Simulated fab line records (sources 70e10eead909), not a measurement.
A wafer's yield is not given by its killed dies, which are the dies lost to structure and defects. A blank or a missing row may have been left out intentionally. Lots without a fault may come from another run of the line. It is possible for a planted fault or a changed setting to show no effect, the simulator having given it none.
fab line records	flow nandHarc	part 1 of 2: steps 1 to 27 of 37
record: lots: 5	wafers: 15	lastDay: 32
route steps=1302 shown P_M2@345 P_BONDPAD@351
lots untouched by any fault: they come from a run of this same line in which no faults occurred
startH: start of the lot's first displayed wafer, in hours after the record's first day	waitH: hours since the lot's step before	" same as the row above	L1.1+2: a single row standing in for several wafers	- either no value or no given start	* or withheld: withheld	< > ~ a bound
route shown NAME@n: names a module that has steps shown in the file, with the first one's number in the route	usual: mean/standard deviation taken from wafers without a fault	same: alike in all rows	chamber/n: place in a boat	sites: per-site readings	_std_site: the standard deviation of these	_edge_site: inner sites' mean taken away from outer sites' mean	radiusMm: for every site, how far away it sits from the centre of the wafer	mask NAME#n: copy n	behind: the most recent tool/chamber to have shaped the wafer	hold: why the lot was held/for how many hours/how that ended	device: the n, p or np transistor that did not switch	end of line: at the end of the route, the tests of the same wafers	a step with no rows: only its recipe	killed: count of dies lost to structure and defects at first sort (not the wafer's yield)	map: per-die view of a wafer (x killed, . not killed, _ where there is no die)
set.NAME: the run value of the setting; set.NAME@STEP: its run value at that earlier step	model.NAME: the simulator's own value behind a step, which no gauge read
certain route steps with their lots: each step a table, each wafer a row
services: when a tool's chamber went out of use (startH, in hours from the record's first day, below 0 if earlier), for how many hours, and the reason
== steps ==
step: NHARC_P_M2_THK_MEAS_24
recipe: thkMeasGauge: xrf
usual: thkNm: 144.5/1.5
lot.wafer	tool	chamber	startH	waitH	thkNm
L074.3	filmMetro-01	-	131.74	-	142.6
L074.4	"	-	"	"	144.5
L074.6	"	-	"	"	143.9
L076.1	filmMetro-01	-	156.70	-	147.8
L076.2	"	-	"	"	143.2
L076.4	"	-	"	"	144.5
L082.2	filmMetro-01	-	212.84	-	143.6
L082.4	"	-	"	"	145.7
L082.5	"	-	"	"	144.4
L092.2	filmMetro-01	-	317.88	-	142.9
L092.3	"	-	"	"	145.8
L092.4	"	-	"	"	145.3
L095.3	filmMetro-01	-	345.88	-	145.7
L095.4	"	-	"	"	146.3
L095.6	"	-	"	"	143.7
step: NHARC_P_M2_SRD_25
lot.wafer	tool	chamber	startH	waitH
L074.4+6+3	wetBench-08	7,1,3	131.78	0.0
L076.2+4+1	wetBench-10	5,7,0	156.75	0.0
L082.4+5+2	wetBench-08	1,2,3	212.89	0.0
L092.4+3+2	wetBench-08	2,5,7	317.92	0.0
L095.6+3+4	wetBench-08	0,2,3	345.92	0.0
step: NHARC_P_M2_INSPECT_27
usual: rawDefectCount: 314/140
lot.wafer	tool	chamber	startH	waitH	rawDefectCount
L074.3	defectInspect-02	-	131.89	0.0	257
L074.4	"	-	"	"	208
L074.6	"	-	"	"	373
L076.1	defectInspect-02	-	156.86	0.0	384
L076.2	"	-	"	"	268
L076.4	"	-	"	"	178
L082.2	defectInspect-01	-	212.99	0.0	222
L082.4	"	-	"	"	304
L082.5	"	-	"	"	333
L092.2	defectInspect-02	-	318.04	0.0	157
L092.3	"	-	"	"	213
L092.4	"	-	"	"	217
L095.3	defectInspect-02	-	346.04	0.0	243
L095.4	"	-	"	"	237
L095.6	"	-	"	"	176
step: NHARC_P_M2_PRE_CLEAN_32
recipe: timeS: 12	tempC: 370	rfPowerW: 300	gas: NH3
usual: heaterPowerW: 649/82
lot.wafer	tool	chamber	startH	waitH	heaterPowerW
L074.3	pecvd-03	2	132.12	0.2	627
L074.6	"	0	"	"	713
L074.4	"	1	"	"	532
L076.1	pecvd-01	1	156.93	0.1	635
L076.2	"	0	"	"	644
L076.4	"	0	"	"	647
L082.2	pecvd-03	1	213.09	0.1	448
L082.4	"	2	"	"	630
L082.5	"	1	"	"	452
L092.2	pecvd-04	0	318.10	0.1	704
L092.3	"	2	"	"	799
L092.4	"	0	"	"	708
L095.3	pecvd-03	2	346.11	0.1	729
L095.6	"	2	"	"	721
L095.4	"	0	"	"	718
step: NHARC_P_M2_DEP_33
recipe: targetThkA: 300	tempC: 370	targetThkNm: 30	pressureTorr: 3	flowSccm: 200	rfW: 450	material: SiCN
usual: heaterPowerW: 594/79
lot.wafer	tool	chamber	startH	waitH	heaterPowerW
L074.3	pecvd-03	2	132.20	0.1	689
L074.6	"	0	"	"	647
L074.4	"	1	"	"	483
L076.1	pecvd-01	1	157.01	0.1	550
L076.2	"	0	"	"	576
L076.4	"	0	"	"	577
L082.2	pecvd-03	1	213.23	0.1	463
L082.4	"	2	"	"	672
L082.5	"	1	"	"	455
L092.2	pecvd-04	0	318.18	0.1	647
L092.3	"	2	"	"	722
L092.4	"	0	"	"	663
L095.3	pecvd-03	2	346.22	0.1	658
L095.6	"	2	"	"	638
L095.4	"	0	"	"	670
step: NHARC_P_BONDPAD_DEP_00
recipe: targetThkA: 2500	tempC: 370	targetThkNm: 250	pressureTorr: 3	flowSccm: 200	rfW: 450	material: SiCN
usual: heaterPowerW: 592/84
lot.wafer	tool	chamber	startH	waitH	heaterPowerW
L074.3	pecvd-04	1	132.70	-	545
L074.6	"	0	"	"	553
L074.4	"	1	"	"	549
L076.1	pecvd-03	1	157.42	-	474
L076.2	"	2	"	"	616
L076.4	"	0	"	"	688
L082.2	pecvd-01	0	213.56	-	600
L082.4	"	0	"	"	613
L082.5	"	1	"	"	563
L092.3	pecvd-04	1	-	-	591
L092.2	"	0	"	"	596
L092.4	"	2	"	"	777
L095.3	pecvd-03	0	-	-	641
L095.4	"	0	"	"	647
L095.6	"	2	"	"	561
step: NHARC_P_BONDPAD_CMP_32
recipe: targetThkNm: 200	material: SiCN
usual: motorCurrentA: 12.5/0.89
lot.wafer	tool	chamber	startH	waitH	motorCurrentA
L074.3	cmp-01	0	133.05	-	11.3
L074.4	"	1	"	"	12.9
L074.6	"	0	"	"	11.4
L076.1	cmp-03	2	157.83	-	11.6
L076.2	"	3	"	"	11.6
L076.4	"	0	"	"	13.5
L082.2	cmp-03	3	214.02	-	10.8
L082.4	"	0	"	"	12.3
L082.5	"	2	"	"	11.8
L092.4	cmp-03	1	318.98	-	12.1
L092.3	"	2	"	"	12.0
L092.2	"	0	"	"	13.6
L095.3	cmp-02	2	347.00	-	12.7
L095.4	"	0	"	"	13.2
L095.6	"	2	"	"	12.2
step: NHARC_P_BONDPAD_THK_MEAS_33
recipe: thkMeasGauge: ellipsometry
usual: thkNm: 199.5/1.6
lot.wafer	tool	chamber	startH	waitH	thkNm
L074.3	filmMetro-01	-	133.27	0.2	197.7
L074.4	"	-	"	"	199.2
L074.6	"	-	"	"	198.1
L076.1	filmMetro-02	-	158.08	0.2	199.7
L076.2	"	-	"	"	200.9
L076.4	"	-	"	"	200.8
L082.2	filmMetro-01	-	214.22	0.2	202.8
L082.4	"	-	"	"	197.8
L082.5	"	-	"	"	199.8
L092.2	filmMetro-01	-	319.23	0.2	201.3
L092.3	"	-	"	"	199.8
L092.4	"	-	"	"	201.2
L095.3	filmMetro-02	-	347.23	0.2	202.9
L095.4	"	-	"	"	197.3
L095.6	"	-	"	"	199.0
step: NHARC_P_BONDPAD_SRD_34
lot.wafer	tool	chamber	startH	waitH
L074.6+4+3	wetBench-08	6,7,0	133.32	0.0
L076.2+4+1	wetBench-08	7,0,1	158.13	0.1
L082.5+2+4	wetBench-10	5,6,0	214.27	0.0
L092.2+3+4	wetBench-08	2,5,7	319.27	0.0
L095.3+6+4	wetBench-08	4,5,6	347.28	0.1
step: NHARC_P_BONDPAD_DEHYDRATE_01
recipe: tempC: 150	timeS: 120
lot.wafer	tool	chamber	startH	waitH
L074.3+4+6	lithoTrack-05	0	133.39	0.1
L076.1+2+4	lithoTrack-05	0	158.20	0.1
L082.2+4+5	lithoTrack-03	0	214.34	0.1
L092.2+3+4	lithoTrack-05	0	319.35	0.1
L095.3+4+6	lithoTrack-05	0	347.35	0.1
step: NHARC_P_BONDPAD_HMDS_02
recipe: timeS: 30
lot.wafer	tool	chamber	startH	waitH
L074.3+4+6	lithoTrack-05	0	-	-
L076.1+2+4	lithoTrack-05	0	-	-
L082.2+4+5	lithoTrack-03	0	-	-
L092.2+3+4	lithoTrack-05	0	-	-
L095.3+4+6	lithoTrack-05	0	-	-
step: NHARC_P_BONDPAD_COAT_36
recipe: tempC: 200	timeS: 65
lot.wafer	tool	chamber	startH	waitH
L074.3+4+6	lithoTrack-05	0	-	-
L076.1+2+4	lithoTrack-05	0	-	-
L082.2+4+5	lithoTrack-03	0	-	-
L092.2+3+4	lithoTrack-05	0	-	-
L095.3+4+6	lithoTrack-05	0	-	-
step: NHARC_P_BONDPAD_COAT_03
recipe: spinRpm: 2000	resistThkNm: 600
lot.wafer	tool	chamber	startH	waitH
L074.3+4+6	lithoTrack-05	0	-	-
L076.1+2+4	lithoTrack-05	0	-	-
L082.2+4+5	lithoTrack-03	0	-	-
L092.2+3+4	lithoTrack-05	0	-	-
L095.3+4+6	lithoTrack-05	0	-	-
step: NHARC_P_BONDPAD_SOFTBAKE_04
recipe: tempC: 125	timeS: 70
lot.wafer	tool	chamber	startH	waitH
L074.3+4+6	lithoTrack-05	0	-	-
L076.1+2+4	lithoTrack-05	0	-	-
L082.2+4+5	lithoTrack-03	0	-	-
L092.2+3+4	lithoTrack-05	0	-	-
L095.3+4+6	lithoTrack-05	0	-	-
step: NHARC_P_BONDPAD_EBR_05
lot.wafer	tool	chamber	startH	waitH
L074.3+4+6	lithoTrack-05	0	-	-
L076.1+2+4	lithoTrack-05	0	-	-
L082.2+4+5	lithoTrack-03	0	-	-
L092.2+3+4	lithoTrack-05	0	-	-
L095.3+4+6	lithoTrack-05	0	-	-
step: NHARC_P_BONDPAD_EXPOSE_06
recipe: na: 0.55	doseMj: 37.06	maskId: P_BPAD
lot.wafer	tool	chamber	startH	waitH	mask
L074.3+4+6	krfScanner-04	0	133.69	-	P_BPAD#0
L076.1+2+4	krfScanner-04	0	158.36	-	P_BPAD#0
L082.2+4+5	krfScanner-01	0	214.64	-	P_BPAD#0
L092.2+3+4	krfScanner-04	0	319.52	-	P_BPAD#0
L095.3+4+6	krfScanner-01	0	347.65	-	P_BPAD#0
step: NHARC_P_BONDPAD_PEB_07
recipe: pebTempC: 128	pebTimeS: 80
same: pebTimeS: 80
lot.wafer	tool	chamber	startH	waitH
L074.3+4+6	lithoTrack-05	0	133.75	0.1
L076.1+2+4	lithoTrack-03	0	158.43	0.1
L082.2+4+5	lithoTrack-05	0	214.70	0.1
L092.2+3+4	lithoTrack-07	0	319.58	0.1
L095.3+4+6	lithoTrack-03	0	347.71	0.1
step: NHARC_P_BONDPAD_DEVELOP_08
recipe: timeS: 50	devTempC: 22
usual: developerTempC: 22.01/0.12
lot.wafer	tool	chamber	startH	waitH	developerTempC
L074.3	lithoTrack-05	0	-	-	22.32
L074.4	"	0	"	"	22.18
L074.6	"	0	"	"	22.15
L076.1	lithoTrack-03	0	-	-	21.99
L076.2	"	0	"	"	21.77
L076.4	"	0	"	"	22.01
L082.2	lithoTrack-05	0	-	-	21.99
L082.4	"	0	"	"	22.06
L082.5	"	0	"	"	22.19
L092.2	lithoTrack-07	0	-	-	22.00
L092.3	"	0	"	"	21.93
L092.4	"	0	"	"	21.92
L095.3	lithoTrack-03	0	-	-	21.97
L095.4	"	0	"	"	22.04
L095.6	"	0	"	"	21.87
step: NHARC_P_BONDPAD_CD_MEAS_09
recipe: targetCdNm: 500	landingEnergyEv: 500
usual: cdNm: 500.0/1.7
lot.wafer	tool	chamber	startH	waitH	cdNm
L074.3	cdSem-01	0	133.84	-	497.6
L074.4	"	0	"	"	501.3
L074.6	"	0	"	"	504.4
L076.1	cdSem-02	0	158.52	-	500.4
L076.2	"	0	"	"	500.7
L076.4	"	0	"	"	500.0
L082.2	cdSem-03	0	214.78	-	498.9
L082.4	"	0	"	"	497.1
L082.5	"	0	"	"	502.6
L092.2	cdSem-02	0	319.67	-	497.9
L092.3	"	0	"	"	500.9
L092.4	"	0	"	"	501.6
L095.3	cdSem-02	0	347.80	-	497.7
L095.4	"	0	"	"	501.2
L095.6	"	0	"	"	499.0
step: NHARC_P_BONDPAD_OVL_MEAS_38
usual: overlayXNm: 0/4.7	overlayYNm: -1/7.4
lot.wafer	tool	chamber	startH	waitH	overlayXNm	overlayYNm
L074.3	overlay-01	-	133.92	-	1	6
L074.4	"	-	"	"	1	6
L074.6	"	-	"	"	1	6
L076.1	overlay-01	-	158.60	-	-2	-1
L076.2	"	-	"	"	-2	-1
L076.4	"	-	"	"	-2	-1
L082.2	overlay-02	-	214.87	-	-3	-5
L082.4	"	-	"	"	-4	-6
L082.5	"	-	"	"	-3	-5
L092.2	overlay-02	-	319.76	-	8	9
L092.3	"	-	"	"	8	9
L092.4	"	-	"	"	8	9
L095.3	overlay-01	-	347.88	-	-1	-4
L095.4	"	-	"	"	-1	-4
L095.6	"	-	"	"	-2	-4
step: NHARC_P_BONDPAD_HARDBAKE_10
recipe: tempC: 118	timeS: 65
lot.wafer	tool	chamber	startH	waitH
L074.3+4+6	lithoTrack-03	0	133.97	0.1
L076.1+2+4	lithoTrack-07	0	158.65	0.0
L082.2+4+5	lithoTrack-05	0	214.92	0.0
L092.2+3+4	lithoTrack-03	0	319.81	0.0
L095.3+4+6	lithoTrack-07	0	347.93	0.1
step: NHARC_P_BONDPAD_DESCUM_11
recipe: timeS: 3	o2FlowSccm: 200	arFlowSccm: 0	biasPowerW: 0	chemistry: O2
usual: drypumpMotorCurrentA: 5.4/0.43	oesProductAu: 0.997/0.009	rfVppV: 57.6/0.86	showerheadPlenumPTorr: 1.89/0.076	throttleValvePct: 11.311/0.0094
lot.wafer	tool	chamber	startH	waitH	drypumpMotorCurrentA	oesProductAu	rfHoursCounterH	rfVppV	showerheadPlenumPTorr	throttleValvePct
L074.4	rieDiel-01	0	134.06	-	5.1	1.001	2.7	57.4	1.89	11.315
L074.3	"	1	"	"	5.2	0.995	2.9	58.4	1.79	11.311
L074.6	"	2	"	"	5.7	0.995	-	58.7	1.95	11.313
L076.1	rieDiel-13	0	158.73	-	5.8	0.999	9.1	58.5	1.89	11.308
L076.2	"	2	"	"	4.9	0.993	8.3	58.1	1.96	11.304
L076.4	"	3	"	"	5.5	0.993	8.7	58.8	2.03	11.313
L082.2	rieDiel-01	1	215.00	-	5.2	0.995	0	58.5	1.79	11.321
L082.4	"	2	"	"	5.7	0.984	0	58.6	1.95	11.318
L082.5	"	1	"	"	5.1	0.984	-	57.5	1.79	11.309
L092.2	rieDiel-01	1	319.89	-	5.2	0.995	2.6	57.5	1.79	11.313
L092.4	"	2	"	"	5.7	0.990	2.9	57.0	1.95	11.313
L092.3	"	3	"	"	5.4	0.997	2.9	57.4	1.84	11.310
L095.3	rieDiel-01	3	348.01	-	5.3	0.994	3.9	57.2	1.84	11.314
L095.4	"	1	"	"	5.1	0.987	3.4	57.2	1.79	11.310
L095.6	"	2	"	"	5.7	0.989	-	58.4	1.95	11.323
step: NHARC_P_BONDPAD_ETCH_37
recipe: targetDepthA: 600	overetchA: 180	timeS: 65.91	ionEnergyEv: 200	n2FlowSccm: 150	h2FlowSccm: 150	arFlowSccm: 0	rfW: 400	biasW: 150	chemistry: N2/H2
usual: biasW: 150.0/0.43	drypumpMotorCurrentA: 5.4/0.41	oesProductAu: 0.995/0.0087	rfVppV: 429.8/2.7	showerheadPlenumPTorr: 2.01/0.085	throttleValvePct: 14.171/0.0089
lot.wafer	tool	chamber	startH	waitH	biasW	drypumpMotorCurrentA	oesProductAu	rfHoursCounterH	rfVppV	showerheadPlenumPTorr	throttleValvePct
L074.4	rieDiel-01	1	134.13	0.1	150.7	5.2	0.989	2.9	426.0	1.91	14.175
L074.3	"	2	"	"	149.3	5.7	0.994	3.1	431.1	2.08	14.181
L074.6	"	1	"	"	150.4	5.1	0.988	-	427.7	1.91	14.173
L076.1	rieDiel-13	1	158.82	0.1	150.1	4.8	0.983	10.0	425.2	1.91	14.175
L076.4	"	2	"	"	150.1	4.9	1.000	8.3	432.0	2.09	14.173
L076.2	"	3	"	"	150.7	5.5	0.986	8.7	433.0	2.17	14.179
L082.2	rieDiel-01	1	215.08	0.1	150.6	5.2	0.992	0.0	426.3	1.91	14.174
L082.4	"	0	"	"	149.7	5.1	1.009	0.0	430.5	2.01	14.163
L082.5	"	1	"	"	150.5	5.2	0.992	-	427.4	1.91	14.165
L092.3	rieDiel-01	3	319.97	0.1	150.1	5.4	0.989	2.9	428.7	1.96	14.169
L092.2	"	0	"	"	149.8	5.1	0.993	2.6	428.5	2.01	14.168
L092.4	"	2	"	"	150.2	5.7	0.987	2.9	430.5	2.08	14.182
L095.4	rieDiel-01	1	348.09	0.1	150.9	5.2	0.990	3.4	426.1	1.91	14.168
L095.3	"	2	"	"	150.2	5.7	0.996	3.9	431.8	2.08	14.179
L095.6	"	1	"	"	150.1	5.1	0.986	-	427.2	1.91	14.170
step: NHARC_P_BONDPAD_ETCH_12
recipe: targetDepthA: 2000	timeS: 100	chf3FlowSccm: 50	o2FlowSccm: 10	arFlowSccm: 200	rfW: 500	biasW: 200	chemistry: CHF3/O2
usual: biasW: 200.0/0.6	drypumpMotorCurrentA: 5.4/0.42	oesProductAu: 0.937/0.02	rfVppV: 369.8/2.3	showerheadPlenumPTorr: 2.37/0.092	throttleValvePct: 20.573/0.009
lot.wafer	tool	chamber	startH	waitH	biasW	drypumpMotorCurrentA	oesProductAu	rfHoursCounterH	rfVppV	showerheadPlenumPTorr	throttleValvePct
L074.3	rieDiel-01	0	-	-	199.6	5.1	0.926	2.7	369.5	2.38	20.583
L074.4	"	2	"	"	200.1	5.7	0.914	3.1	371.3	2.44	20.587
L074.6	"	0	"	"	200.2	5.1	0.919	-	370.6	2.38	20.560
L076.2	rieDiel-13	0	-	-	200.2	5.8	0.917	9.2	370.0	2.37	20.569
L076.4	"	1	"	"	199.4	4.7	0.913	10.1	367.3	2.26	20.567
L076.1	"	3	"	"	200.7	5.5	0.907	8.7	373.2	2.54	20.580
L082.2	rieDiel-01	1	-	-	200.5	5.2	0.954	0.0	365.9	2.26	20.573
L082.4	"	2	"	"	198.9	5.7	0.959	0.0	371.6	2.44	20.573
L082.5	"	2	"	"	198.8	5.7	0.975	-	371.8	2.44	20.579
L092.2	rieDiel-01	3	-	-	200.3	5.3	0.921	3.0	370.6	2.32	20.576
L092.4	"	0	"	"	199.8	5.1	0.924	2.6	370.6	2.37	20.569
L092.3	"	2	"	"	200.2	5.7	0.904	3.0	372.5	2.44	20.583
L095.4	rieDiel-01	3	-	-	200.5	5.3	0.919	4.0	370.2	2.32	20.572
L095.3	"	1	"	"	199.4	5.2	0.915	3.4	367.4	2.26	20.576
L095.6	"	3	"	"	200.9	5.4	0.918	-	369.0	2.32	20.555
step: NHARC_P_BONDPAD_CD_MEAS_13
usual: cdNm: 499.7/1.8
lot.wafer	tool	chamber	startH	waitH	cdNm
L074.3	cdSem-02	-	134.36	-	497.1
L074.4	"	-	"	"	500.6
L074.6	"	-	"	"	503.8
L076.1	cdSem-03	-	159.04	-	500.0
L076.2	"	-	"	"	497.8
L076.4	"	-	"	"	499.9
L082.2	cdSem-02	-	215.31	-	497.7
L082.4	"	-	"	"	496.6
L082.5	"	-	"	"	503.5
L092.2	cdSem-03	-	320.20	-	497.8
L092.3	"	-	"	"	500.7
L092.4	"	-	"	"	502.9
L095.3	cdSem-02	-	348.32	-	495.9
L095.4	"	-	"	"	500.8
L095.6	"	-	"	"	499.4
step: NHARC_P_BONDPAD_STRIP_15
recipe: o2FlowSccm: 500	arFlowSccm: 0	biasW: 0	chemistry: O2
usual: drypumpMotorCurrentA: 5.6/0.48	oesProductAu: 0.996/0.01	rfVppV: 57.7/0.86	showerheadPlenumPTorr: 3.50/0.14	throttleValvePct: 17.037/0.0093
same: biasW: 0
lot.wafer	tool	chamber	startH	waitH	drypumpMotorCurrentA	oesProductAu	rfHoursCounterH	rfVppV	showerheadPlenumPTorr	throttleValvePct
L074.3	rieDiel-07	2	134.46	0.1	5.8	0.972	0.3	57.8	3.41	17.023
L074.4	"	3	"	"	6.3	0.994	0.2	57.1	3.33	17.024
L074.6	"	1	"	"	6.4	0.991	-	58.3	3.63	17.038
L076.1	rieDiel-01	1	159.12	0.1	5.2	0.993	3.7	57.0	3.32	17.026
L076.2	"	3	"	"	5.3	1.005	3.7	57.4	3.41	17.037
L076.4	"	1	"	"	5.2	0.981	-	56.3	3.32	17.040
L082.2	rieDiel-07	3	215.38	0.1	6.2	0.991	5.0	57.3	3.32	17.035
L082.4	"	2	"	"	5.8	0.998	5.0	58.0	3.40	17.041
L082.5	"	0	"	"	5.8	1.010	-	58.1	3.70	17.052
L092.3	rieDiel-07	2	320.27	0.1	5.8	0.995	1.0	56.5	3.40	17.047
L092.2	"	3	"	"	6.2	1.003	1.1	57.7	3.32	17.047
L092.4	"	1	"	"	6.4	0.994	-	58.5	3.62	17.042
L095.3	rieDiel-01	3	348.39	0.1	5.4	0.983	4.0	57.3	3.41	17.039
L095.4	"	1	"	"	5.2	0.988	3.5	57.6	3.32	17.053
L095.6	"	0	"	"	5.1	1.000	-	57.9	3.49	17.033
step: NHARC_P_BONDPAD_ETCH_24
recipe: targetDepthA: 300	overEtchFrac: 0.3	timeS: 72.99	ionEnergyEv: 150	cf4FlowSccm: 50	n2FlowSccm: 100	arFlowSccm: 150	rfW: 300	biasW: 100	chemistry: CF4/N2
usual: biasW: 99.99/0.29	drypumpMotorCurrentA: 5.6/0.49	oesProductAu: 0.996/0.01	rfVppV: 313.8/2	showerheadPlenumPTorr: 2.60/0.11	throttleValvePct: 19.795/0.0087
lot.wafer	tool	chamber	startH	waitH	biasW	drypumpMotorCurrentA	oesProductAu	rfHoursCounterH	rfVppV	showerheadPlenumPTorr	throttleValvePct
L074.4	rieDiel-07	2	-	-	99.84	5.8	0.960	0.3	313.7	2.53	19.811
L074.3	"	0	"	"	100.12	5.8	0.995	0.3	316.1	2.76	19.789
L074.6	"	1	"	"	99.54	6.4	0.989	-	313.9	2.70	19.814
L076.2	rieDiel-01	1	159.30	0.1	100.16	5.2	0.995	3.8	312.8	2.47	19.781
L076.1	"	3	"	"	100.14	5.3	1.003	3.7	313.2	2.54	19.792
L076.4	"	0	"	"	99.45	5.1	1.004	-	312.2	2.60	19.791
L082.4	rieDiel-07	2	-	-	99.74	5.8	0.985	5.0	312.9	2.53	19.793
L082.2	"	3	"	"	100.11	6.2	0.990	5.0	311.5	2.47	19.798
L082.5	"	2	"	"	99.66	5.8	0.983	-	312.8	2.53	19.807
L092.3	rieDiel-07	3	320.45	0.2	100.76	6.2	0.994	1.1	310.6	2.47	19.794
L092.2	"	2	"	"	99.85	5.8	0.993	1.1	312.1	2.53	19.794
L092.4	"	2	"	"	99.89	5.8	0.997	-	313.2	2.53	19.794
L095.4	rieDiel-01	1	-	-	100.29	5.2	0.984	3.5	310.7	2.47	19.792
L095.3	"	2	"	"	99.80	5.7	0.987	4.0	313.6	2.67	19.814
L095.6	"	1	"	"	100.40	5.2	0.988	-	310.8	2.47	19.798
